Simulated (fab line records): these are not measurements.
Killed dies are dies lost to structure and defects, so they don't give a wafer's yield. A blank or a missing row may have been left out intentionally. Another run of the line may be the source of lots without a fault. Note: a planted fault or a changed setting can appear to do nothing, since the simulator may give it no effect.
A struck lot beside a sound one    flow nandHarc    14 steps out of a route of 1302
Sound: wafers L577.1, L577.2, L577.3. Struck: wafer L583.1 (L583.2, L583.4, from the same lot, were not struck and are left out); the cause is given at the end.
For every step that has rows: the tool of each side, followed by ch and its chambers, followed by its first start. Under that, the readings that differ: sound wafers    struck wafers    difference of the means    sigmas: that difference in standard deviations of wafers without a fault.
alike: readings whose means differ by less than 2 such deviations, and words and numbers that are the same on both sides. not compared: withheld readings, readings that some wafer has no value for, bounds like >300 that may hide the same value, and numbers for which the record gives no deviation and whose values overlap.
A row with sigmas, a row that says differs or no value, or rows on one side alone: a step with any of these is where the two part. Non-overlapping numbers with no deviation appear without sigmas and do not part them. A reading missing from all wafers of one side parts the sides only when that side holds two or more wafers.

first, 7 steps without rows for these wafers: NHARC_A_SLIT_HMDS_02 (time 30 s); NHARC_A_SLIT_COAT_03 (resist thk 90 nm); NHARC_A_SLIT_SOFTBAKE_04 (time 55 s); NHARC_A_SLIT_EBR_05; NHARC_A_SLIT_EXPOSE_06 (exposes mask SLIT); NHARC_A_SLIT_PEB_07 (peb time 65 s); NHARC_A_SLIT_DEVELOP_08 (develop time 35 s).
NHARC_A_SLIT_CD_MEAS_09: target cd 300 nm.
  sound on cdSem-01 ch 0, day 23 23:59; struck on cdSem-03 ch 0, day 26 07:12
  alike: cdNm
NHARC_A_SLIT_OVL_MEAS_10:
  sound on overlay-02, day 24 00:04; struck on overlay-02, day 26 07:17
reading          sound           struck  difference  sigmas
overlayYNm (nm)  -0.5 -0.4 -0.9  1.4     +2.0        +2
  alike: overlayXNm
NHARC_A_SLIT_INSPECT_11:
  sound on defectInspect-01, day 24 00:07; struck on defectInspect-02, day 26 07:19
  alike: rawDefectCount
NHARC_A_SLIT_DESCUM_14: chemistry O2, time 3 s.
  sound on rieDiel-09 ch 0,1,3, day 24 00:10; struck on rieDiel-13 ch 0, day 26 07:23
reading              sound              struck  difference  sigmas
oesProductAu (a.u.)  1.003 1.005 1.008  0.984   -0.021      -2
rfHoursCounterH (h)  3.9 4.1 2.9        2.8     -0.8        
  alike: drypumpMotorCurrentA, o2FlowSccm, rfVppV, showerheadPlenumPTorr, throttleValvePct
NHARC_A_SLIT_ETCH_24: etches the open film in CF4/CHF3, target depth 121 nm, time 60.5 s.
  sound on rieDiel-09 ch 0,1,3, day 24 00:15; struck on rieDiel-13 ch 2, day 26 07:28
  alike: biasW, drypumpMotorCurrentA, oesProductAu, rfVppV, runLengthS, showerheadPlenumPTorr, throttleValvePct
  not compared: rfHoursCounterH
NHARC_A_SLIT_ETCH_15: etches the open film in O2/COS, target depth 6200 nm, time 1612 s.
  sound on rieDiel-09 ch 1,2,3, day 24 00:20; struck on rieDiel-13 ch 3, day 26 07:40
reading              sound                 struck  difference  sigmas
o2FlowSccm (sccm)    399.8 401.9 402.3     398.0   -3.3        -3
rfHoursCounterH (h)  3.2 4.3 4.5           3.1     -0.9        
runLengthS (s)       1632.8 1633.9 1633.4  1791.6  +158.2      +99 or more
  alike: biasW, cosFlowSccm, drypumpMotorCurrentA, oesProductAu, rfVppV, showerheadPlenumPTorr, throttleValvePct
NHARC_A_SLIT_ETCH_17: etches the open film in C4F8/O2/Ar, time 4254.5 s, target depth 20300 nm.
  sound on harEtch-01 ch 0,1, day 24 01:25; struck on harEtch-02 ch 1, day 26 08:38
reading                   sound           struck  difference  sigmas
drypumpMotorCurrentA (A)  5.70 5.83 5.68  5.97    +0.23       +2
  alike: o2FlowSccm, oesAirLineAu, showerheadPlenumPTorr, throttleValvePct
  not compared: rfHoursCounterH, runLengthS

== WHERE THEY PART ==
Earliest at NHARC_A_SLIT_OVL_MEAS_10; latest, in this record, at NHARC_A_SLIT_ETCH_17.

WHY: the cause the simulator had injected
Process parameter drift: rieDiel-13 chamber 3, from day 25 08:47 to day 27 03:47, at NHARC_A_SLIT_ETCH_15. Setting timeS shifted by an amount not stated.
